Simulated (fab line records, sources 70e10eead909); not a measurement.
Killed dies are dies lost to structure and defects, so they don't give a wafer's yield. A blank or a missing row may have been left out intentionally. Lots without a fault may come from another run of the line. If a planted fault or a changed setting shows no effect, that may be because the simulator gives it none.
Struck lot and sound lot, side by side || flow nand_harc || 39 out of 1302 route steps
Sound: these wafers, L171.2, L171.4, L171.6. Struck: wafer L162.3 (L162.4, L162.6, from the same lot, were not struck and are left out); the cause is given at the end.
At each step with rows: each side's tool, then ch and its chambers, then its first start. Under that, the readings that differ: sound wafers || struck wafers || difference of the means || sigmas: that difference in standard deviations of wafers without a fault.
alike: same words and numbers on both sides, and readings whose means sit less than 2 such deviations apart. not compared: any withheld reading, any reading some wafer has no value for, any bound like >300 that may hide the same value, and any number with overlapping values for which the record gives no deviation.
A row with sigmas, a row that says differs or no value, or rows on one side alone: a step with any of these is where the two part. When numbers do not overlap yet have no deviation, they are printed without sigmas and do not part them. A reading that every wafer of one side lacks parts them only if that side has two wafers or more.

first, 4 steps without rows for these wafers: NHARC_A_BONDPAD_EBR_05; NHARC_A_BONDPAD_EXPOSE_06 (exposes mask A BPAD); NHARC_A_BONDPAD_PEB_07 (peb time 80 s); NHARC_A_BONDPAD_DEVELOP_08 (time 50 s).
NHARC_A_BONDPAD_CD_MEAS_09 targets a cd of 500 nm.
  sound on cd_sem-02 ch 0, day 30 08:31; struck on cd_sem-02 ch 0, day 27 00:49
{"reading": "cd_nm (nm)", "sound": "499 498 494", "struck": 505, "difference": "+8", "sigmas": "+2"}
NHARC_A_BONDPAD_OVL_MEAS_35:
  sound: overlay-01 at day 30 08:36; struck: overlay-02 at day 27 00:54
  alike: overlay_x_nm, overlay_y_nm
then, 1 step without rows for these wafers: NHARC_A_BONDPAD_HARDBAKE_10 (time 65 s).
NHARC_A_BONDPAD_DESCUM_11: chemistry O2, time 3 s.
  sound on rie_diel-04 ch 0,2, day 30 08:44; struck on rie_diel-08 ch 3, day 27 01:01
  alike: drypump_motor_current_A, o2_flow_sccm, oes_product_au, rf_vpp_V, showerhead_plenum_p_Torr, throttle_valve_pct
  not compared: rf_hours_counter_h
then, 2 steps without rows for these wafers: NHARC_A_BONDPAD_ETCH_34 (etches the open film in N2/H2, target depth 60 nm, overetch 18 nm, time 65.91 s); NHARC_A_BONDPAD_ETCH_12 (etches the open film in CHF3/O2, target depth 220 nm, time 110 s).
NHARC_A_BONDPAD_CD_MEAS_13:
  sound: cd_sem-02 at day 30 09:02; struck: cd_sem-03 at day 27 01:20
{"reading": "cd_nm (nm)", "sound": "498 497 494", "struck": 504, "difference": "+8", "sigmas": "+2"}
then, 1 step without rows for these wafers: NHARC_A_BONDPAD_STRIP_15 (strips in O2).
NHARC_A_BONDPAD_ETCH_24: etches the open film in CF4/N2, target depth 30 nm, time 72.99 s.
  sound on rie_diel-08 ch 0,2, day 30 09:18; struck on rie_diel-04 ch 3, day 27 01:34
{"reading": "throttle_valve_pct (%)", "sound": "19.800 19.802 19.794", "struck": 19.776, "difference": -0.023, "sigmas": -2}
  alike: drypump_motor_current_A, oes_product_au, rf_vpp_V, showerhead_plenum_p_Torr
  not compared: rf_hours_counter_h
then, 2 steps without rows for these wafers: NHARC_A_BONDPAD_STRIP_16 (strips in post etch residue remover, time 600 s); NHARC_A_BONDPAD_DEGAS_25 (time 60 s).
NHARC_A_BONDPAD_PRE_CLEAN_26: time 30 s.
  sound on pvd_sputter-01; struck on pvd_sputter-02
  alike: heater_power_w, susceptor_temp_C
NHARC_A_BONDPAD_PVD_17: deposits TaN, target thk 5 nm, time 8.06 s.
  sound on pvd_sputter-01; struck on pvd_sputter-02
  alike: throttle_valve_pct
then, 2 steps without rows for these wafers: NHARC_A_BONDPAD_PVD_27 (deposits Cu, target thk 30 nm, time 20.49 s); NHARC_A_BONDPAD_ECD_18 (material Cu, target thk 400 nm).
NHARC_A_BONDPAD_ANNEAL_28: time 90 s.
  sound on rtp_anneal-02 ch 0, day 30 10:31; struck on rtp_anneal-01 ch 0, day 27 02:54
{"reading": "anneal_temp_c (C)", "sound": "224.74 224.67 224.64", "struck": 225.05, "difference": "+0.37", "sigmas": "+2"}
  alike: wafer_temp_C_max
NHARC_A_BONDPAD_CMP_19: polishes, t overpolish 30 s, cu recess touch 16 s, target thk 169.82 nm.
  sound on cmp-04 ch 0,1,3, day 30 10:48; struck on cmp-04 ch 1, day 27 03:23
  alike: motor_current_A, overpolish_run_s
NHARC_A_BONDPAD_THK_MEAS_20: measures by xrf.
  sound: film_metro-02 at day 30 11:07; struck: film_metro-02 at day 27 03:40
  alike: thk_nm
then, 6 steps without rows for these wafers: NHARC_A_BONDPAD_SRD_21 (time 30 s, dry time 20 s); NHARC_HYBRID_BOND_ACTIVATE_00 (chemistry N2, time 60 s); NHARC_HYBRID_BOND_PRECLEAN_01 (cleans in DIW, time 300 s); NHARC_HYBRID_BOND_SRD_02 (time 30 s, dry time 20 s); NHARC_HYBRID_BOND_BOND_03; NHARC_HYBRID_BOND_ANNEAL_04 (time 7200 s).
NHARC_HYBRID_BOND_OVL_MEAS_05:
  sound: overlay-01 at day 31 00:07; struck: overlay-02 at day 27 12:40
  alike: overlay_x_nm, overlay_y_nm
then, 2 steps without rows for these wafers: NHARC_THIN_TSV_GRIND_00; NHARC_THIN_TSV_CMP_01 (polishes).
NHARC_THIN_TSV_THK_MEAS_02: measures by ir.
  sound: film_metro-02 at day 31 03:01; struck: film_metro-02 at day 27 15:34
  alike: thk_nm
then, 6 steps without rows for these wafers: NHARC_THIN_TSV_SRD_03; NHARC_THIN_TSV_PRECLEAN_41 (cleans in SC1); NHARC_THIN_TSV_SRD_42; NHARC_THIN_TSV_DEP_43 (deposits SiO2, target thk 1328.5 nm); NHARC_THIN_TSV_DEHYDRATE_04 (time 120 s); NHARC_THIN_TSV_HMDS_05 (time 30 s).
NHARC_END_SORT_01:
  only the struck wafers appear in the record here, on prober-01 ch 0 at day 28 15:37; the sound ones have no rows

## WHERE THEY PART
Last at NHARC_END_SORT_01 as far as this record goes, first at NHARC_A_BONDPAD_CD_MEAS_09.

WHY: whatever the simulator had introduced
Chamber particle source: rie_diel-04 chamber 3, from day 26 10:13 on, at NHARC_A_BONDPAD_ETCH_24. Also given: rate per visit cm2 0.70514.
